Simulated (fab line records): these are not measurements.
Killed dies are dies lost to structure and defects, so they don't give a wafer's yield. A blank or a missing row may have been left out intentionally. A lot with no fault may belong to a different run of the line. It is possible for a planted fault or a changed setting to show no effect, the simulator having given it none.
Split-lot trial	flow n5-finfet	21 wafers read across 7 lots, on a route 1938 steps long

THE SPLIT ITSELF
At N5_BEOL_M0_CUTY_DESCUM_61 (chemistry O2, time 7.9 s), the setting time-s was moved away from the recipe's 7.9 s on 9 of the 21 wafers read, by -9.7% to +22.2%. For the rest of the wafers, this setting stayed at what the recipe calls for.

Split to reading: the file shows no intervening step.

THE READING
CAR-ArF-block_of_BEOL_M0_CUTY_COAT_51.thk-nm (the simulator's own value, which no gauge read), in nm, at N5_BEOL_M0_CUTY_ETCH_62 (etches SiARC in CF4, time 58.5 s). No usual value for it is given in the file. Here, 12 wafers ran the recipe; their average is 118.5 nm with a standard deviation of 0.26 nm.

wafer	tool, chamber at the split	time-s as run, s	against the recipe	CAR-ArF-block_of_BEOL_M0_CUTY_COAT_51.thk-nm, nm	against lot-mates on the recipe
L077.1	rie-diel-04, 1	7.9	recipe	118.4	-
L077.4	rie-diel-04, 1	7.9	recipe	118.6	-
L077.5	rie-diel-04, 0	7.9	recipe	118.2	-
L081.1	rie-diel-02, 0	8.853	+12.1%	118.4	-0.4
L081.3	rie-diel-02, 3,0	7.9	recipe	118.8	-
L081.6	rie-diel-02, 3,0	7.9	recipe	118.8	-
L083.1	rie-diel-03, 1	7.9	recipe	118.4	-
L083.2	rie-diel-03, 3	7.9	recipe	118.2	-
L083.4	rie-diel-03, 2	7.133	-9.7%	119.2	+0.9
L084.1	rie-diel-02, 2	9.536	+20.7%	117.6	-0.4
L084.4	rie-diel-02, 0	7.9	recipe	118	-
L084.6	rie-diel-02, 3	9.536	+20.7%	116.8	-1.2
L089.3	rie-diel-03, 2	8.8	+11.4%	117.6	-0.6
L089.4	rie-diel-03, 1	7.9	recipe	118.2	-
L089.5	rie-diel-03, 0	8.8	+11.4%	117.8	-0.4
L093.1	rie-diel-03, 0,1	9.65	+22.2%	117.4	-1.2
L093.5	rie-diel-03, 0,1	9.65	+22.2%	117.4	-1.2
L093.6	rie-diel-03, 2	7.9	recipe	118.6	-
L095.4	rie-diel-02, 2	9.262	+17.2%	117.8	-0.9
L095.5	rie-diel-02, 3	7.9	recipe	118.8	-
L095.6	rie-diel-02, 2	7.9	recipe	118.6	-
Rows listing several chambers each stand for several wafers; the file does not say which wafer went through which chamber.

THE FIT
A straight line over all 21 wafers: CAR-ArF-block_of_BEOL_M0_CUTY_COAT_51.thk-nm changes by -0.0533 nm for each +1% of time-s; r = -0.87; the points scatter about the line by 0.3 nm.
The same after taking each lot's own level away (the mean of its wafers on the recipe; 21 wafers): -0.0506 nm for each +1%; r = -0.93; scatter 0.2 nm.
That fit puts the effect of the largest move of time-s on the reading at 1.1 nm.
The lots' own levels span 118.00 to 118.80 nm, that is 3.0 times the standard deviation above.
The two slopes agree, so the slope changes little with the lot-to-lot level.
Check: for one of the wafers moved furthest among these (+22.2%), held out of the fit, the line's prediction against its lot-mates is -1.04 nm. It came out at -1.2 nm against them.

THESE WAFERS: OTHER SPLITS
Before the reading, these wafers also passed through other splits. Each is held against what the fit with the lots' levels taken away leaves over:
other split on the same wafers	wafers away from the commonest value	r with CAR-ArF-block_of_BEOL_M0_CUTY_COAT_51.thk-nm (lot level and that fit taken away)
N5_SDB_COAT_05 spin-rpm	6	+0.07
N5_HKMG_FIN_ETCH_32 bias-w	7	+0.17
N5_HKMG_FIN_COAT_85 spin-rpm	2	+0.42
N5_GATE_CUT_CUT_ETCH_54 icp-w	5	-0.16
N5_MOL_CONTACT_COAG_ETCH_105 bias-w	9	+0.06
N5_MOL_CONTACT_COAG_ETCHBACK_135 time-s	10	-0.32
N5_MOL_CONTACT_COAG_COAT_64 spin-rpm	7	-0.06

THE WHOLE CHAIN: every reading that the file lists as answering this split, in the file's order
step	what it does	reading	change (the file's fit)	r (the file's)
N5_BEOL_M0_CUTY_DESCUM_61	chemistry O2, time 7.9 s	CAR-ArF-block_of_BEOL_M0_CUTY_COAT_51.thk-nm (the simulator's own value, which no gauge read)	-0.0507 nm for each +1% of the setting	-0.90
N5_BEOL_M0_CUTY_ETCH_62	etches SiARC in CF4, time 58.5 s	CAR-ArF-block_of_BEOL_M0_CUTY_COAT_51.thk-nm (the simulator's own value, which no gauge read)	-0.0491 nm for each +1% of the setting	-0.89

FILE'S OWN FIT
CAR-ArF-block_of_BEOL_M0_CUTY_COAT_51.thk-nm changes by -0.0491 nm for each +1% of time-s, r = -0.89.
